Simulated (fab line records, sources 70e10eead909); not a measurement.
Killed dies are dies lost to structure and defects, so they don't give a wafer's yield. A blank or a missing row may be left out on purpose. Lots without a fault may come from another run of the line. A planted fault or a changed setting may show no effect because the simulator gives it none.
Problem report in the 8D (eight disciplines) form, filled by code | flow nand_harc | the parts of the form that need people (team, actions taken, sign-off) are left out

1. THE PROBLEM
heater_power_total_W at NHARC_P_CONTACT_SOFTBAKE_07 reads a mean of 323.36 W on 2 wafers of 2 lots; wafers without a fault read 188.45 W with a standard deviation of 0.15. That is +99 or more standard deviations from the usual mean.
The step: time 55 s.
First seen on wafer L491.5, day 8 09:00, on litho_track-06. The record holds 42 wafers of 14 lots with a number at this step. Rule for "out", or "out of limits": more than 4 standard deviations from the usual mean. The other wafers with a number count as sound.

2. WHAT IT IS AND WHAT IT IS NOT
question                    | is                   | is not
which readings at this step | heater_power_total_W | resist_line_temp_C
which lots                  | L491, L494           | L486, L488, L489, L492, L493, L497, L502, L504, L505, L506, L507, L508
which wafers of those lots  | L491.5, L494.5       | L491.2, L491.6, L494.2, L494.3
read on which tools         | litho_track-06       | litho_track-01
when                        | from day 8 09:00     | up to then (11 sound wafers); but 29 sound wafers of L492, L493, L494, L497, L502, L504, L505, L506, L507, L508 came after

3. SUSPECTS, AND WHAT RULES EACH OUT
Counting: a tool at a process step up to the reading stays a suspect if it ran every lot that is out. Sound lots after the first of them don't rule it out here, since some wafers of a struck lot are sound.
- litho_track-06 at NHARC_P_CONTACT_SOFTBAKE_07 (time 55 s): kept. It ran every lot that is out, first L491 (day 8 09:00); its last sound lot up to then is L489 (day 7 13:00). Its own readings are out on those wafers: heater_power_total_W.
Left after counting: litho_track-06 at NHARC_P_CONTACT_SOFTBAKE_07.

4. THE CAUSE (what the simulator had put in)
Process parameter drift: litho_track-06, from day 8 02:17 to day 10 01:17, at NHARC_P_CONTACT_SOFTBAKE_07. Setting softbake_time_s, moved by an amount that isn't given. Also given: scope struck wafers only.
Counting left only this tool.

5. THE CHAIN OF EFFECTS, in route order
Each row: a reading whose mean over the struck wafers that have a number lies more than 3 standard deviations from the usual. Only readings for which the record gives a usual standard deviation are gone through. hours: the time from each lot's start at the first step in this table that gives one to its start at this step, as a median over the lots. sigmas: the change in usual standard deviations.
hours | step                        | reading              | usual    | on struck wafers | change  | sigmas
0     | NHARC_P_CONTACT_SOFTBAKE_07 | heater_power_total_W | 188.45 W | 323.36           | +134.91 | +99 or more
The process steps in it:
- NHARC_P_CONTACT_SOFTBAKE_07: time 55 s.
Later measuring or inspecting steps at which every struck wafer that the step has a row for has a number for every such reading, and none has moved that far: NHARC_P_CONTACT_CD_MEAS_19.

6. WHAT WOULD HAVE CAUGHT IT SOONER
In this record the first reading out of limits was taken at day 8 09:00, 7 hours after the fault began at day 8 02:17.
